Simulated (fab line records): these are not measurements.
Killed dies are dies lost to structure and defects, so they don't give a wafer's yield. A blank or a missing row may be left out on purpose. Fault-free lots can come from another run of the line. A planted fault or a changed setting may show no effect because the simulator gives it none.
Code-filled problem report in 8D (eight disciplines) form || flow nand harc || the parts of the form that need people (team, actions taken, sign-off) are left out

1. WHAT IS WRONG
thk nm at NHARC_A_ONON_D1_THK_MEAS_14 reads a mean of 405 nm on 6 wafers of 2 lots; wafers without a fault read 1000 nm with a standard deviation of 10. Measured from the usual mean, that is -60 standard deviations.
The step: measures by ellipsometry.
Earliest sighting: wafer L538.2 on film metro-02 at day 10 16:03. The record has a number at this step for 36 wafers belonging to 12 lots. The rule behind "out" and "out of limits": a value lying over 4 standard deviations away from the usual mean. The other wafers with a number count as sound.

2. WHAT IT IS; WHAT IT IS NOT
{"question": "which readings at this step", "is": "thk nm", "is not": "-"}
{"question": "which lots", "is": "L538, L541", "is not": "L533, L534, L539, L545, L546, L549, L550, L552, L553, L554"}
{"question": "which wafers of those lots", "is": "all that have a number", "is not": "-"}
{"question": "read on which gauges", "is": "film metro-01, film metro-02", "is not": "-"}
{"question": "when", "is": "from day 10 16:03", "is not": "up to then (6 sound wafers); but 24 sound wafers of L539, L545, L546, L549, L550, L552, L553, L554 came after"}

3. THE SUSPECTS, EACH WITH WHAT RULES IT OUT
Counting: any tool at a process step up to the reading is kept as a suspect provided that every lot that is out went through it and no sound lot did after the first of them.
- the gauge at NHARC_A_ONON_D1_THK_MEAS_14: ruled out. The wafers that are out were read on 2 gauges (film metro-01, film metro-02).
- rie diel-01 at NHARC_P_BONDPAD_ETCH_24 (etches the open film in CF4/N2, target depth 30 nm, time 72.99 s): ruled out as a lasting fault. Following L538 (day 10 12:02), the first lot on it that is out, the sound lots L549 were run on it. With no start given for some of its lots, NHARC_P_BONDPAD_ETCH_24 uses the hours and lot order of NHARC_A_SOURCE_PLATE_THK_MEAS_06.
- pvd sputter-01 at NHARC_P_BONDPAD_PVD_17 (deposits TaN, target thk 5 nm, time 8.06 s): ruled out as a lasting fault. Following L538 (day 10 12:02), the first lot on it that is out, the sound lots L546, L549 were run on it. With no start given for some of its lots, NHARC_P_BONDPAD_PVD_17 uses the hours and lot order of NHARC_A_SOURCE_PLATE_THK_MEAS_06.
- pecvd onon-02 at NHARC_A_ONON_D1_DEP_12 (target thk 1000 nm): kept. It ran every lot that is out, first L538 (day 10 15:36), and no sound lot after that; its last sound lot up to then is L533 (day 10 06:20).
Left after counting: pecvd onon-02 at NHARC_A_ONON_D1_DEP_12.

4. THE CAUSE (what the simulator had put in)
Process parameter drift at NHARC_A_ONON_D1_DEP_12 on pecvd onon-02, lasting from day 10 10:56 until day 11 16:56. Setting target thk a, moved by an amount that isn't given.
Only this tool survived the counting.

5. THE CHAIN OF EFFECTS, in route order
Each row: a reading where the mean over the struck wafers with a number is more than 3 standard deviations away from the usual. Readings are gone through only where the record gives a usual standard deviation; hours: the median, over the lots, of the time from a lot's start at the first step in this table giving one to that lot's start at this step; sigmas: the change measured in usual standard deviations.
{"hours": 0, "step": "NHARC_A_ONON_D1_THK_MEAS_14", "reading": "thk nm", "usual": "1000 nm", "on struck wafers": 405, "change": -595, "sigmas": -60}
{"hours": 371, "step": "NHARC_END_SORT_01", "reading": "killed at array", "usual": 29, "on struck wafers": 674, "change": "+645", "sigmas": "+59"}
{"hours": 371, "step": "NHARC_END_SORT_01", "reading": "killed dies", "usual": 33, "on struck wafers": 677, "change": "+644", "sigmas": "+54"}

6. HOW IT WOULD HAVE BEEN CAUGHT EARLIER
In this record the first reading out of limits at a measuring or inspecting step was taken at day 10 16:03, 5 hours after the fault began at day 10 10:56.
Of the tool readings at NHARC_A_ONON_D1_DEP_12 for which the record gives a usual standard deviation, none was out on any struck wafer, so an alarm limit of 4 standard deviations on them would not have fired.
Of the lots that are out (2), L541 began NHARC_A_ONON_D1_DEP_12 on pecvd onon-02 after day 10 16:03. Had the tool been put on hold then, it would have been spared.
